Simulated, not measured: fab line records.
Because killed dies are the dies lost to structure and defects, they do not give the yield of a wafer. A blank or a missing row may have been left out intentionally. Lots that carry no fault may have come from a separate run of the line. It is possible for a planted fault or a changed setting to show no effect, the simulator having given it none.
What tool caused it? | flow nandHarc | 14 lots with 42 wafers sampled at 5 steps, on a route of 1302 steps

## WHAT THE GAUGES SHOWED, per wafer
NHARC_A_SOURCE_PLATE_THK_MEAS_06: measures by ellipsometry. Usual: thkNm 200.0 nm, standard deviation 2.2.
lot  | measured     | on           | thkNm (nm)        | flag
L305 | day 7 19:38  | filmMetro-01 | 198.4 198.0 196.9 | 
L306 | day 8 02:49  | filmMetro-01 | 197.6 200.4 197.4 | 
L307 | day 8 12:06  | filmMetro-02 | 196.1 197.8 193.3 | 
L310 | day 9 19:43  | filmMetro-01 | 198.0 201.0 198.7 | 
L311 | day 10 06:12 | filmMetro-01 | 202.3 199.9 200.3 | 
L312 | day 10 13:39 | filmMetro-01 | 202.6 202.1 202.1 | 
L313 | day 11 05:08 | filmMetro-02 | 200.4 200.0 200.6 | 
L316 | day 12 14:26 | filmMetro-02 | 201.0 201.1 198.0 | 
L317 | day 12 14:26 | filmMetro-01 | 202.8 199.7 198.8 | 
L323 | day 15 12:02 | filmMetro-01 | 200.1 197.3 198.0 | 
L324 | day 15 23:36 | filmMetro-01 | 200.8 197.9 199.1 | 
L326 | day 16 07:16 | filmMetro-02 | 204.0 204.2 202.7 | 
L327 | day 16 18:07 | filmMetro-01 | 202.3 204.3 202.9 | 
L328 | day 17 13:38 | filmMetro-02 | 197.5 198.6 199.4 | 

NHARC_A_ONON_D1_THK_MEAS_27: measures by ellipsometry. Usual: thkNm 999 nm, standard deviation 9.
lot  | measured     | on           | thkNm (nm)     | flag
L305 | day 8 09:22  | filmMetro-01 | 997 994 998    | 
L306 | day 8 15:13  | filmMetro-02 | 988 987 987    | 
L307 | day 9 00:29  | filmMetro-01 | 1001 999 1001  | 
L310 | day 10 08:06 | filmMetro-01 | 991 992 992    | 
L311 | day 10 18:35 | filmMetro-02 | 1004 1004 1003 | 
L312 | day 11 01:53 | filmMetro-02 | 1017 1017 1018 | 
L313 | day 11 17:49 | filmMetro-02 | 1011 1011 1757 | OFF
L316 | day 13 03:10 | filmMetro-02 | 1001 1002 999  | 
L317 | day 13 03:10 | filmMetro-01 | 1004 1003 1750 | OFF
L323 | day 16 00:25 | filmMetro-01 | 989 989 988    | 
L324 | day 16 14:04 | filmMetro-01 | 994 994 995    | 
L326 | day 16 21:49 | filmMetro-01 | 984 983 985    | 
L327 | day 17 06:32 | filmMetro-02 | 986 989 988    | 
L328 | day 18 02:23 | filmMetro-02 | 1004 1007 1007 | 

NHARC_END_SORT_01. Usual: killedAtArray 46, standard deviation 15; killedAtOther 0.8, standard deviation 1.1; killedAtPeriphery 4.0, standard deviation 2.9; killedDies 50, standard deviation 15; killedOpen 3.2, standard deviation 1.8; killedShort 2.3, standard deviation 1.6.
lot  | measured     | on        | killedAtArray | killedAtOther | killedAtPeriphery | killedDies | killedOpen | killedShort | flag
L313 | day 27 14:41 | prober-01 | 20 25 672     | 0 1 0         | 2 5 5             | 22 31 677  | 3 3 1      | 0 0 1       | OFF
L317 | day 29 03:16 | prober-01 | 27 45 676     | 0 0 0         | 1 1 1             | 28 46 677  | 2 6 2      | 0 1 1       | OFF

## WHICH TOOL RAN EACH LOT (tool, then ch and the chambers of the sampled wafers, then the start)
lot  | NHARC_A_ZERO_WELL_DESCUM_12       | NHARC_A_ONON_D1_DEP_25
L305 | rieDiel-03 ch 0,1,3, day 6 22:26  | pecvdOnon-01 ch 0, day 8 08:51
L306 | rieDiel-06 ch 2,3, day 7 03:23    | pecvdOnon-02 ch 0, day 8 14:43
L307 | rieDiel-06 ch 1,2,3, day 7 12:17  | pecvdOnon-03 ch 0, day 9 00:02
L310 | rieDiel-03 ch 0,1,2, day 8 20:16  | pecvdOnon-02 ch 0, day 10 07:39
L311 | rieDiel-03 ch 1,3, day 9 08:04    | pecvdOnon-01 ch 0, day 10 18:05
L312 | rieDiel-06 ch 0,1,3, day 9 15:58  | pecvdOnon-01 ch 0, day 11 01:22
L313 | rieDiel-03 ch 0,1,2, day 10 07:25 | pecvdOnon-01 ch 0, day 11 17:19
L316 | rieDiel-10 ch 0,2, day 11 15:44   | pecvdOnon-03 ch 0, day 13 02:43
L317 | rieDiel-06 ch 0,2,3, day 11 18:20 | pecvdOnon-01 ch 0, day 13 02:39
L323 | rieDiel-03 ch 0,1,3, day 14 14:47 | pecvdOnon-02 ch 0, day 15 23:55
L324 | rieDiel-03 ch 0,1,2, day 14 23:58 | pecvdOnon-03 ch 0, day 16 13:33
L326 | rieDiel-03 ch 0,2, day 15 09:38   | pecvdOnon-02 ch 0, day 16 21:18
L327 | rieDiel-06 ch 0,3, day 15 20:42   | pecvdOnon-01 ch 0, day 17 06:02
L328 | rieDiel-03 ch 0,1,2, day 16 10:37 | pecvdOnon-02 ch 0, day 18 01:52
- NHARC_A_ZERO_WELL_DESCUM_12: chemistry O2, time 3 s.
- NHARC_A_ONON_D1_DEP_25: target thk 1000 nm.

## AS READ BY THE TOOLS THEMSELVES (means over the sampled wafers that have a number; for cases with no such wafer, the mark the record gives instead)
NHARC_A_ZERO_WELL_DESCUM_12. Usual: drypumpMotorCurrentA 5.8 A, standard deviation 0.36; oesProductAu 0.999 a.u., standard deviation 0.0078; rfVppV 57.8 V, standard deviation 0.96; showerheadPlenumPTorr 1.90 Torr, standard deviation 0.11; throttleValvePct 11.311 %, standard deviation 0.0094.
lot  | tool       | drypumpMotorCurrentA (A) | oesProductAu (a.u.) | rfVppV (V) | showerheadPlenumPTorr (Torr) | throttleValvePct (%) | flag
L305 | rieDiel-03 | 6.1                      | 0.998               | 58.8       | 1.96                         | 11.318               | 
L306 | rieDiel-06 | 5.5                      | 1.000               | 57.7       | 1.89                         | 11.319               | 
L307 | rieDiel-06 | 5.7                      | 0.993               | 57.5       | 1.92                         | 11.308               | 
L310 | rieDiel-03 | 6.0                      | 0.999               | 57.5       | 1.88                         | 11.320               | 
L311 | rieDiel-03 | 6.3                      | 1.002               | 57.6       | 2.04                         | 11.314               | 
L312 | rieDiel-06 | 5.5                      | 1.005               | 57.2       | 1.83                         | 11.309               | 
L313 | rieDiel-03 | 6.0                      | 1.003               | 57.1       | 1.88                         | 11.317               | 
L316 | rieDiel-10 | 5.5                      | 0.998               | 58.4       | 2.01                         | 11.315               | 
L317 | rieDiel-06 | 5.6                      | 0.993               | 57.6       | 1.88                         | 11.319               | 
L323 | rieDiel-03 | 6.1                      | 0.996               | 57.7       | 1.95                         | 11.309               | 
L324 | rieDiel-03 | 6.0                      | 0.996               | 58.2       | 1.87                         | 11.307               | 
L326 | rieDiel-03 | 5.9                      | 0.996               | 57.9       | 1.79                         | 11.320               | 
L327 | rieDiel-06 | 5.3                      | 0.994               | 57.4       | 1.80                         | 11.305               | 
L328 | rieDiel-03 | 6.0                      | 0.998               | 57.5       | 1.87                         | 11.310               | 

## THE ANSWER, worked out from the rows above alone
Rule: take the mean of a lot's wafers that have a number; if it is more than 3 standard deviations from the usual mean, the lot is off. Also off: a lot with no number at a reading for which 4 or more lots have one. All remaining lots with rows at the step are treated as sound. First the gauges in route order, then the tools' own readings, where a lot's mean is used as printed above. At the first step where some lot is off, the reading lying furthest off is the one used; lots without a number count as furthest.
Off at NHARC_A_ONON_D1_THK_MEAS_27 (thkNm): L313, L317.
A tool fits if, at a process step before that reading, it ran every lot that is off, and no sound lot after the first of them. The gauges at NHARC_A_ONON_D1_THK_MEAS_27 aren't tried: what is off there is off at NHARC_END_SORT_01 too, on other tools, and a gauge's error can't cause that. Not one of the candidates tried fits.

## WHAT THE SIMULATOR HAD INSERTED
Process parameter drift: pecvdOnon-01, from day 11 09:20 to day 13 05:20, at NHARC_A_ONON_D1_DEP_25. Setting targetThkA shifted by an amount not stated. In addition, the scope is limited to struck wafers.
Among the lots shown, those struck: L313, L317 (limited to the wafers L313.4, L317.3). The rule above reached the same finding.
